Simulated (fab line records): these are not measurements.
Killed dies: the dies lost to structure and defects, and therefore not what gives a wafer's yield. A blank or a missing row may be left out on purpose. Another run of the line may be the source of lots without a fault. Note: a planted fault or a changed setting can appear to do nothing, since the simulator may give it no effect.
fab line records	flow n5_finfet
[record] lots = 7	wafers = 21
route steps=1938 shown BEOL_M9@1431 BEOL_M10@1495 BEOL_M11@1539 BEOL_M12@1639
start_h: start of the lot's first displayed wafer, in hours after the record's first day	wait_h: hours elapsed since this lot's preceding step	" as in the row above	L1.1+2: a row that stands for several wafers	- no value, or no start given	* or withheld: withheld	< > ~ a bound
route shown NAME@n: names a module that has steps shown in the file, with the first one's number in the route	usual: the fault-free wafers' mean and standard deviation	same: alike in all rows	chamber/n: place in a boat	sites: the reading at each site	_std_site: the values' standard deviation	_edge_site: outer sites' mean less inner sites'	radius_mm: for every site, how far away it sits from the centre of the wafer	mask NAME#n: copy n	behind: tool/chamber where the wafer was last shaped	hold: cause of the lot's hold/its duration in hours/its outcome	device: whichever transistor did not switch (one of n, p or np)	end of line: the same wafers' tests at the end of the route	a step without rows: its recipe alone	killed: dies lost to structure and defects at the first sort, not the wafer's yield	map: a wafer's dies, marking killed ones x, the rest . and places with no die _
set.NAME: the setting the step ran with; set.NAME@STEP: the setting that earlier step ran with	model.NAME: the simulator's own value behind a step, which no gauge read
lots run with intentionally changed settings; tables by step, rows by wafer
[[steps]]
[step N5_BEOL_M9_EXPOSE_25]
[recipe] mask_id = V8	na = 0.33	source_shape = annular	sigma_inner = 0.4	sigma_outer = 0.8	polarization = unpolarized	dose_mj = 37.25
lot.wafer	tool	chamber	start_h	wait_h	mask	set.dose_mj
L077.2+4+6	euv_scanner-02	0	228.57	-	V8#0	37.25
L081.1+2+3	euv_scanner-02	0	274.95	-	V8#0	37.25
L088.3+5	euv_scanner-01	0	305.74	-	V8#0	37.25
L088.4	"	0	"	"	V8#0	38.93
L087.1	euv_scanner-02	0	307.57	-	V8#0	37.25
L087.3+6	"	0	"	"	V8#0	40.01
L089.2+4	euv_scanner-01	0	309.31	-	V8#0	37.25
L089.3	"	0	"	"	V8#0	36.01
L094.2+6	euv_scanner-02	0	364.21	-	V8#0	37.25
L094.5	"	0	"	"	V8#0	35.27
L097.1+2+3	euv_scanner-02	0	384.63	-	V8#0	37.25
[step N5_BEOL_M9_PEB_26]
[recipe] peb_temp_c = 100	peb_time_s = 60	resist = CAR-EUV
[step N5_BEOL_M9_DEVELOP_27]
[recipe] develop_time_s = 30	developer = TMAH	resist = CAR-EUV	rinse_liquid = surfactant_rinse	dry = air_spin	dev_temp_c = 23
[step N5_BEOL_M9_CD_MEAS_28]
[recipe] target_cd_nm = 70	landing_energy_ev = 500	detector = se_inlens	polarity = opening
[usual] cd_nm = 69.93/0.27
lot.wafer	tool	chamber	start_h	wait_h	set.dose_mj@BEOL_M9_EXPOSE_25	cd_nm
L077.2	cd_sem-02	0	228.69	-	37.25	69.70
L077.4	"	0	"	"	37.25	69.93
L077.6	"	0	"	"	37.25	69.65
L081.1	cd_sem-02	0	275.08	-	37.25	69.68
L081.2	"	0	"	"	37.25	69.94
L081.3	"	0	"	"	37.25	70.06
L088.3	cd_sem-02	0	305.86	-	37.25	69.40
L088.4	"	0	"	"	38.93	70.49
L088.5	"	0	"	"	37.25	69.75
L087.1	cd_sem-03	0	307.69	-	37.25	70.32
L087.3	"	0	"	"	40.01	71.45
L087.6	"	0	"	"	40.01	71.34
L089.2	cd_sem-03	0	309.43	-	37.25	69.81
L089.3	"	0	"	"	36.01	69.40
L089.4	"	0	"	"	37.25	70.27
L094.2	cd_sem-03	0	364.34	-	37.25	69.53
L094.5	"	0	"	"	35.27	68.56
L094.6	"	0	"	"	37.25	70.32
L097.1	cd_sem-01	0	384.76	-	37.25	69.99
L097.2	"	0	"	"	37.25	70.41
L097.3	"	0	"	"	37.25	69.70
[step N5_BEOL_M10_COAT_64]
[recipe] resist = SiARC	temp_c = 220	time_s = 60	spin_rpm = 1500	resist_thk_nm = 30
lot.wafer	tool	chamber	start_h	wait_h	set.spin_rpm	model.SiARC_of_BEOL_M10_COAT_64.thk_nm
L077.2	litho_track-02	0	-	-	1500	30
L077.4+6	"	0	"	"	1500	29.8
L081.1	litho_track-05	0	-	-	1388	31.2
L081.2	"	0	"	"	1500	30
L081.3	"	0	"	"	1388	31
L087.1	litho_track-03	0	-	-	1370	31.4
L087.3	"	0	"	"	1500	30
L087.6	"	0	"	"	1500	29.8
L088.3+4+5	litho_track-05	0	-	-	1500	30
L089.2	litho_track-05	0	-	-	1574	29.4
L089.3	"	0	"	"	1500	30
L089.4	"	0	"	"	1574	29.2
L094.2	litho_track-05	0	-	-	1381	31.4
L094.5	"	0	"	"	1381	31.2
L094.6	"	0	"	"	1500	30
L097.1	litho_track-02	0	-	-	1500	30
L097.2	"	0	"	"	1500	30.2
L097.3	"	0	"	"	1394	31.2
[step N5_BEOL_M10_COAT_22]
[recipe] resist = CAR-ArF	spin_rpm = 1500	resist_thk_nm = 90
[step N5_BEOL_M10_EBR_24]
[recipe] solvent = PGMEA	ebr_width_mm = 1.5
[step N5_BEOL_M10_DESCUM_33]
[recipe] chemistry = O2	time_s = 7.9	source_power_w = 50	bias_power_w = 20	pressure_mtorr = 20	rf_frequency_hz = 2.712e+07	temp_c = 40	resist = CAR-ArF	o2_flow_sccm = 225
[step N5_BEOL_M10_ETCH_65]
[recipe] chemistry = CF4	target = SiARC	target_depth_a = 390	mask_material = CAR-ArF	time_s = 65	ion_energy_ev = 80	pressure_mtorr = 40	source_w = 545	bias_w = 36	Ar_flow_sccm = 100	cf4_flow_sccm = 100	ends = cleared
lot.wafer	tool	chamber	start_h	wait_h	set.spin_rpm@BEOL_M10_COAT_64	model.etch.depth_nm	model.CAR-ArF_of_BEOL_M10_COAT_22.thk_nm
L077.2	rie_diel-02	1	238.37	0.0	1500	29.94	55.2
L077.4	"	0	"	"	1500	29.87	55.4
L077.6	"	3	"	"	1500	29.89	55.4
L081.1	rie_diel-02	1	283.10	0.0	1388	31.2	54.4
L081.2	"	2	"	"	1500	29.91	55.6
L081.3	"	3	"	"	1388	31.1	54.8
L087.1	rie_diel-06	1	315.10	0.0	1370	31.33	53.6
L087.3	"	0	"	"	1500	29.95	55
L087.6	"	0	"	"	1500	29.85	55
L088.3	rie_diel-02	3	315.51	0.0	1500	29.94	55.6
L088.4	"	3	"	"	1500	29.94	55.8
L088.5	"	1	"	"	1500	29.91	55.6
L089.2	rie_diel-01	0	318.72	0.0	1574	29.33	56.4
L089.3	"	3	"	"	1500	29.98	55.4
L089.4	"	1	"	"	1574	29.23	56.2
L094.2	rie_diel-02	0	371.37	0.0	1381	31.34	54.2
L094.5	"	0	"	"	1381	31.2	54.4
L094.6	"	2	"	"	1500	29.94	55.8
L097.1	rie_diel-06	2	393.95	0.0	1500	30.09	55.8
L097.2	"	0	"	"	1500	30.11	55.4
L097.3	"	1	"	"	1394	31.24	54.4
[step N5_BEOL_M11_PECVD_70]
[recipe] material = SiO2	target_thk_a = 200	temp_c = 400	precursor = TEOS/O2	pressure_torr = 5.5	rf_w = 450	teos_flow_sccm = 53.8	gas = O2	flow_sccm = 3000	time_s = 22.7
lot.wafer	tool	chamber	start_h	wait_h	set.time_s	model.SiO2_of_BEOL_M11_PECVD_70.thk_nm
L077.2	pecvd-02	0	241.89	0.0	22.7	20.4
L077.4+6	"	0,2	"	"	22.7	20.8
L081.1	pecvd-04	0	286.80	0.0	22.7	20
L081.2	"	2	"	"	24.96	22.4
L081.3	"	1	"	"	24.96	21.8
L087.1+6	pecvd-04	0,1	318.56	0.0	22.7	20.2
L087.3	"	2	"	"	22.7	20.4
L088.3+5	pecvd-01	1,0	319.10	0.0	22.7	19.8
L088.4	"	1	"	"	19.72	17.8
L089.2	pecvd-02	2	322.57	0.0	22.7	20
L089.3	"	1	"	"	22.7	20.4
L089.4	"	0	"	"	19.36	17.8
L094.2	pecvd-01	1	376.44	0.0	21.84	19.2
L094.5	"	1	"	"	21.84	19.6
L094.6	"	0	"	"	22.7	19.8
L097.1	pecvd-01	1	397.34	0.0	22.7	19.8
L097.2	"	0	"	"	21.07	18.2
L097.3	"	2	"	"	21.07	18.4
[step N5_BEOL_M11_EXPOSE_08]
[recipe] mask_id = M11	na = 1.35	source_shape = dipole	sigma_inner = 0.411	sigma_outer = 0.611	polarization = te	dose_mj = 53.75
lot.wafer	tool	chamber	start_h	wait_h	mask	set.dose_mj
L077.2+4+6	arfi_scanner-02	0	244.22	-	M11#0	53.75
L081.1+2	arfi_scanner-03	0	287.79	-	M11#0	50.94
L081.3	"	0	"	"	M11#0	53.75
L087.1+3+6	arfi_scanner-02	0	320.00	-	M11#0	53.75
L088.3+5	arfi_scanner-01	0	320.18	-	M11#0	53.75
L088.4	"	0	"	"	M11#0	56.27
L089.2	arfi_scanner-03	0	324.67	-	M11#0	53.75
L089.3+4	"	0	"	"	M11#0	55.54
L094.2+6	arfi_scanner-03	0	377.26	-	M11#0	53.75
L094.5	"	0	"	"	M11#0	55.27
L097.1+3	arfi_scanner-02	0	398.98	-	M11#0	53.75
L097.2	"	0	"	"	M11#0	56.01
[step N5_BEOL_M11_PEB_09]
[recipe] peb_temp_c = withheld	peb_time_s = 60	resist = CAR-ArF
[step N5_BEOL_M11_DEVELOP_10]
[recipe] develop_time_s = 30	developer = TMAH	resist = CAR-ArF	rinse_liquid = diw	dry = air_spin	dev_temp_c = 23
[step N5_BEOL_M11_CD_MEAS_11]
[recipe] target_cd_nm = 64.1	landing_energy_ev = 500	detector = se_inlens	polarity = opening
[usual] cd_nm = 64.1/0.51
lot.wafer	tool	chamber	start_h	wait_h	set.dose_mj@BEOL_M11_EXPOSE_08	cd_nm
L077.2	cd_sem-01	0	244.34	-	53.75	65.2
L077.4	"	0	"	"	53.75	64.2
L077.6	"	0	"	"	53.75	64.7
L081.1	cd_sem-02	0	287.92	-	50.94	60.1
L081.2	"	0	"	"	50.94	60.1
L081.3	"	0	"	"	53.75	64.2
L087.1	cd_sem-01	0	320.13	-	53.75	65.2
L087.3	"	0	"	"	53.75	64.1
L087.6	"	0	"	"	53.75	64.7
L088.3	cd_sem-01	0	320.30	-	53.75	63.5
L088.4	"	0	"	"	56.27	65.8
L088.5	"	0	"	"	53.75	64.2
L089.2	cd_sem-01	0	324.80	-	53.75	64.0
L089.3	"	0	"	"	55.54	66.2
L089.4	"	0	"	"	55.54	66.3
L094.2	cd_sem-02	0	377.38	-	53.75	64.2
L094.5	"	0	"	"	55.27	65.6
L094.6	"	0	"	"	53.75	63.9
L097.1	cd_sem-02	0	399.10	-	53.75	63.8
L097.2	"	0	"	"	56.01	66.8
L097.3	"	0	"	"	53.75	64.9
[step N5_BEOL_M11_DESCUM_16]
[recipe] chemistry = O2	time_s = 7.9	source_power_w = 50	bias_power_w = 20	pressure_mtorr = 20	rf_frequency_hz = 2.712e+07	temp_c = 40	resist = CAR-ArF	o2_flow_sccm = 225
[step N5_BEOL_M11_ETCH_61]
[recipe] chemistry = CF4	target = SiARC	target_depth_a = 390	mask_material = CAR-ArF	time_s = 65	ion_energy_ev = 80	pressure_mtorr = 40	source_w = 545	bias_w = 36	Ar_flow_sccm = 100	cf4_flow_sccm = 100	ends = cleared
lot.wafer	tool	chamber	start_h	wait_h	set.dose_mj@BEOL_M11_EXPOSE_08	model.BEOL_M11.cd_offset_nm
L077.2+6	rie_diel-03	2,0	244.56	0.0	53.75	0.8
L077.4	"	3	"	"	53.75	-0.2
L081.1	rie_diel-03	1	288.05	0.0	50.94	-3.6
L081.2	"	3	"	"	50.94	-4.4
L081.3	"	2	"	"	53.75	0
L087.1	rie_diel-04	1	320.25	0.0	53.75	0.8
L087.3	"	0	"	"	53.75	0
L087.6	"	2	"	"	53.75	0.2
L088.3	rie_diel-04	0	320.50	0.0	53.75	-0.8
L088.4	"	2	"	"	56.27	1.2
L088.5	"	0	"	"	53.75	0.2
L089.2	rie_diel-04	0	325.83	0.0	53.75	0
L089.3	"	3	"	"	55.54	2.4
L089.4	"	2	"	"	55.54	2
L094.2	rie_diel-04	0	377.50	0.0	53.75	0.2
L094.5	"	3	"	"	55.27	1.4
L094.6	"	0	"	"	53.75	-0.2
L097.1	rie_diel-04	0	399.23	0.0	53.75	-0.4
L097.2	"	2	"	"	56.01	2
L097.3	"	3	"	"	53.75	0.4
[step N5_BEOL_M11_ETCH_62]
[recipe] chemistry = N2/H2	target = SOC	target_depth_a = 1100	overetch_a = 220	mask_material = SiARC	temp_c = 40	time_s = 165	ion_energy_ev = 200	pressure_mtorr = 30	source_w = 840	bias_w = 150	n2_flow_sccm = 200	h2_flow_sccm = 200
lot.wafer	tool	chamber	start_h	wait_h	set.dose_mj@BEOL_M11_EXPOSE_08	model.BEOL_M11.cd_offset_nm
L077.2	rie_diel-03	2	244.61	0.0	53.75	0.8
L077.4	"	3	"	"	53.75	0
L077.6	"	0	"	"	53.75	0.6
L081.1	rie_diel-03	1	288.10	0.0	50.94	-3.6
L081.2	"	3	"	"	50.94	-4.4
L081.3	"	2	"	"	53.75	0.2
L087.1	rie_diel-04	1	320.30	0.0	53.75	0.4
L087.3	"	0	"	"	53.75	-0.4
L087.6	"	2	"	"	53.75	0
L088.3	rie_diel-04	0	320.55	0.0	53.75	-0.4
L088.4	"	2	"	"	56.27	1.4
L088.5	"	0	"	"	53.75	0.6
L089.2	rie_diel-04	0	325.88	0.0	53.75	-0.2
L089.3	"	3	"	"	55.54	2
L089.4	"	2	"	"	55.54	1.8
L094.2	rie_diel-04	0	377.55	0.0	53.75	0.2
L094.5	"	3	"	"	55.27	0.8
L094.6	"	0	"	"	53.75	-0.2
L097.1	rie_diel-04	0	399.28	0.0	53.75	-0.2
L097.2	"	2	"	"	56.01	2.2
L097.3	"	3	"	"	53.75	0.4
[step N5_BEOL_M11_STRIP_68]
[recipe] chemistry = N2/H2	temp_c = 40	n2_flow_sccm = 200	h2_flow_sccm = 200	rf_frequency_hz = 6e+07
[step N5_BEOL_M11_STRIP_67]
[recipe] chemistry = CF4	resist = SiARC	power_w = 300	bias_power_w = 75	pressure_mtorr = 50	cf4_flow_sccm = 150	rf_frequency_hz = 6e+07
[step N5_BEOL_M11_HM_OPEN_17]
[recipe] chemistry = Cl2/BCl3	target_depth_a = 200	overetch_a = 60	target = TiN	mask_material = SOC	ion_energy_ev = 150	pressure_mtorr = 10	icp_w = 1000	bias_w = 126	Cl2_flow_sccm = 53.25	bcl3_flow_sccm = 21.75	Ar_flow_sccm = 25
lot.wafer	tool	chamber	start_h	wait_h	set.dose_mj@BEOL_M11_EXPOSE_08	model.BEOL_M11.cd_offset_nm
L077.2	rie_metal-02	0	244.80	0.0	53.75	1
L077.4	"	1	"	"	53.75	0
L077.6	"	0	"	"	53.75	0.8
L081.1	rie_metal-03	0	288.29	0.0	50.94	-3.6
L081.2	"	1	"	"	50.94	-4.4
L081.3	"	0	"	"	53.75	0.2
L087.1	rie_metal-03	1	320.49	0.0	53.75	0.4
L087.3	"	0	"	"	53.75	-0.4
L087.6	"	0	"	"	53.75	0
L088.3	rie_metal-03	1	320.77	0.1	53.75	-0.4
L088.4	"	0	"	"	56.27	1.2
L088.5	"	0	"	"	53.75	0.6
L089.2	rie_metal-02	1	326.07	0.0	53.75	0
L089.3+4	"	0,1	"	"	55.54	2
L094.2	rie_metal-03	1	377.74	0.0	53.75	0
L094.5	"	0	"	"	55.27	0.8
L094.6	"	1	"	"	53.75	-0.2
L097.1	rie_metal-01	0	399.46	0.0	53.75	-0.2
L097.2	"	1	"	"	56.01	2.2
L097.3	"	1	"	"	53.75	0.4
[step N5_BEOL_M11_STRIP_19]
[recipe] chemistry = O2	power_w = 400	temp_c = 40	pressure_mtorr = 30	rf_frequency_hz = 6e+07	bias_power_w = 0	overash_fraction = 0.2	o2_flow_sccm = 225
[step N5_BEOL_M11_CD_MEAS_18]
[recipe] pitch_nm = 140	target_cd_nm = 70
[usual] cd_nm = 70.0/0.61
lot.wafer	tool	chamber	start_h	wait_h	set.dose_mj@BEOL_M11_EXPOSE_08	cd_nm
L077.2	cd_sem-01	-	244.99	0.1	53.75	70.9
L077.4	"	-	"	"	53.75	69.9
L077.6	"	-	"	"	53.75	71.0
L081.1	cd_sem-03	-	288.49	0.1	50.94	66.3
L081.2	"	-	"	"	50.94	65.7
L081.3	"	-	"	"	53.75	70.0
L087.1	cd_sem-02	-	320.79	0.0	53.75	70.3
L087.3	"	-	"	"	53.75	69.8
L087.6	"	-	"	"	53.75	70.0
L088.3	cd_sem-02	-	321.14	0.1	53.75	69.5
L088.4	"	-	"	"	56.27	71.4
L088.5	"	-	"	"	53.75	70.5
L089.2	cd_sem-02	-	326.26	0.1	53.75	69.8
L089.3	"	-	"	"	55.54	71.8
L089.4	"	-	"	"	55.54	72.2
L094.2	cd_sem-02	-	377.92	0.1	53.75	69.9
L094.5	"	-	"	"	55.27	70.9
L094.6	"	-	"	"	53.75	69.6
L097.1	cd_sem-01	-	399.66	0.0	53.75	70.0
L097.2	"	-	"	"	56.01	72.2
L097.3	"	-	"	"	53.75	70.1
[step N5_BEOL_M11_COAT_63]
[recipe] resist = SOC	temp_c = 250	time_s = 60	spin_rpm = 1500	resist_thk_nm = 100
[step N5_BEOL_M11_COAT_64]
[recipe] resist = SiARC	temp_c = 220	time_s = 60	spin_rpm = 1500	resist_thk_nm = 30
[step N5_BEOL_M11_PRECLEAN_42]
[recipe] chemistry = residue_remover	time_s = 60	temp_c = 40
[step N5_BEOL_M11_SRD_43]
[recipe] time_s = 30	temp_c = 23	rinse_liquid = diw	dry = ipa_marangoni
[step N5_BEOL_M11_CD_MEAS_35]
[recipe] target_cd_nm = 70	polarity = opening
[usual] cd_nm = 70.0/0.6
lot.wafer	tool	chamber	start_h	wait_h	set.dose_mj@BEOL_M11_EXPOSE_08	cd_nm
L077.2	cd_sem-01	-	247.89	0.0	53.75	71.0
L077.4	"	-	"	"	53.75	69.8
L077.6	"	-	"	"	53.75	70.7
L081.1	cd_sem-02	-	293.85	0.0	50.94	66.7
L081.2	"	-	"	"	50.94	65.5
L081.3	"	-	"	"	53.75	70.5
L087.1	cd_sem-03	-	323.85	0.0	53.75	70.6
L087.3	"	-	"	"	53.75	69.5
L087.6	"	-	"	"	53.75	70.1
L088.3	cd_sem-03	-	324.03	0.0	53.75	69.6
L088.4	"	-	"	"	56.27	71.3
L088.5	"	-	"	"	53.75	70.3
L089.2	cd_sem-02	-	327.55	0.0	53.75	69.7
L089.3	"	-	"	"	55.54	72.0
L089.4	"	-	"	"	55.54	72.0
L094.2	cd_sem-01	-	382.24	0.0	53.75	69.6
L094.5	"	-	"	"	55.27	70.9
L094.6	"	-	"	"	53.75	69.7
L097.1	cd_sem-03	-	402.24	0.0	53.75	69.7
L097.2	"	-	"	"	56.01	72.2
L097.3	"	-	"	"	53.75	70.2
[step N5_BEOL_M12_TRENCH_ETCH_34]
[recipe] chemistry = C4F8/O2/Ar	target = SiOC	target_depth_a = 3189.5	mask_material = SOC	pressure_mtorr = 30	source_w = 3000	bias_w = 700	Ar_flow_sccm = 400	C4F8_flow_sccm = 15	O2_flow_sccm = 8	he_inner_torr = 15	he_outer_torr = 30	time_s = 125.5	ion_energy_ev = 250
lot.wafer	tool	chamber	start_h	wait_h	set.time_s	model.etch.depth_nm
L077.2+4	rie_diel-01	3,1	253.67	0.0	125.5	320.9
L077.6	"	3	"	"	125.5	325.1
L081.1	rie_diel-01	3	300.83	0.0	125.5	317.1
L081.2	"	2	"	"	125.5	308.7
L081.3	"	0	"	"	125.5	311.4
L087.1	rie_diel-01	3	328.81	0.0	149.4	383.9
L087.3	"	0	"	"	149.4	374.5
L087.6	"	3	"	"	125.5	324.2
L088.3	rie_diel-01	2	329.30	0.0	125.5	312.2
L088.4	"	1	"	"	145	366.5
L088.5	"	0	"	"	145	362.5
L089.2	rie_diel-01	1	332.49	0.0	125.5	319.7
L089.3	"	3	"	"	125.5	320.7
L089.4	"	0	"	"	140	349.5
L094.2	rie_diel-02	0	386.62	0.0	125.5	314.8
L094.5	"	0	"	"	125.5	314.7
L094.6	"	1	"	"	125.5	321.5
L097.1	rie_diel-01	2	407.09	0.0	103.9	259.5
L097.2	"	1	"	"	103.9	264.5
L097.3	"	3	"	"	103.9	265.9
[step N5_BEOL_M12_STRIP_70]
[recipe] chemistry = C4F8/O2/Ar	resist = SiARC	rf_frequency_hz = 6e+07
[step N5_BEOL_M12_OCD_MEAS_35]
[usual] trench_depth_nm = 316/4.9
lot.wafer	tool	chamber	start_h	wait_h	set.time_s@BEOL_M12_TRENCH_ETCH_34	trench_depth_nm
L077.2	ocd-02	-	253.83	0.0	125.5	321
L077.4	"	-	"	"	125.5	321
L077.6	"	-	"	"	125.5	325
L081.1	ocd-01	-	300.98	0.0	125.5	317
L081.2	"	-	"	"	125.5	308
L081.3	"	-	"	"	125.5	311
L087.1	ocd-01	-	328.97	0.0	149.4	384
L087.3	"	-	"	"	149.4	375
L087.6	"	-	"	"	125.5	324
L088.3	ocd-02	-	329.46	0.0	125.5	312
L088.4	"	-	"	"	145	367
L088.5	"	-	"	"	145	362
L089.2	ocd-01	-	332.65	0.0	125.5	319
L089.3	"	-	"	"	125.5	321
L089.4	"	-	"	"	140	350
L094.2	ocd-02	-	386.77	0.0	125.5	315
L094.5	"	-	"	"	125.5	315
L094.6	"	-	"	"	125.5	321
L097.1	ocd-01	-	407.24	0.0	103.9	260
L097.2	"	-	"	"	103.9	265
L097.3	"	-	"	"	103.9	266
[[key]]
[split] step = N5_BEOL_M9_EXPOSE_25	setting = dose_mj	stated = 37.25	by = wafer
[response] step = N5_BEOL_M9_CD_MEAS_28	reading = cd_nm	change = +0.187	per = 1%	r = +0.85
[split] step = N5_BEOL_M10_COAT_64	setting = spin_rpm	stated = 1500	by = wafer
[response] step = N5_BEOL_M10_COAT_64	reading = model.SiARC_of_BEOL_M10_COAT_64.thk_nm	change = -0.159	per = 1%	r = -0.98
[response] step = N5_BEOL_M10_ETCH_65	reading = model.etch.depth_nm	change = -0.163	per = 1%	r = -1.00
[response] step = N5_BEOL_M10_ETCH_65	reading = model.CAR-ArF_of_BEOL_M10_COAT_22.thk_nm	change = +0.166	per = 1%	r = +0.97
[split] step = N5_BEOL_M11_PECVD_70	setting = time_s	stated = 22.7	by = wafer
[response] step = N5_BEOL_M11_PECVD_70	reading = model.SiO2_of_BEOL_M11_PECVD_70.thk_nm	change = +0.171	per = 1%	r = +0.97
[split] step = N5_BEOL_M11_EXPOSE_08	setting = dose_mj	stated = 53.75	by = wafer
[response] step = N5_BEOL_M11_CD_MEAS_11	reading = cd_nm	change = +0.612	per = 1%	r = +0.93
[response] step = N5_BEOL_M11_ETCH_61	reading = model.BEOL_M11.cd_offset_nm	change = +0.553	per = 1%	r = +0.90
[response] step = N5_BEOL_M11_ETCH_62	reading = model.BEOL_M11.cd_offset_nm	change = +0.536	per = 1%	r = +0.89
[response] step = N5_BEOL_M11_HM_OPEN_17	reading = model.BEOL_M11.cd_offset_nm	change = +0.525	per = 1%	r = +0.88
[response] step = N5_BEOL_M11_CD_MEAS_18	reading = cd_nm	change = +0.545	per = 1%	r = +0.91
[response] step = N5_BEOL_M11_CD_MEAS_35	reading = cd_nm	change = +0.588	per = 1%	r = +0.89
[split] step = N5_BEOL_M12_TRENCH_ETCH_34	setting = time_s	stated = 125.5	by = wafer
[response] step = N5_BEOL_M12_TRENCH_ETCH_34	reading = model.etch.depth_nm	change = +2.98	per = 1%	r = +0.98
[response] step = N5_BEOL_M12_OCD_MEAS_35	reading = trench_depth_nm	change = +3	per = 1%	r = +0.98
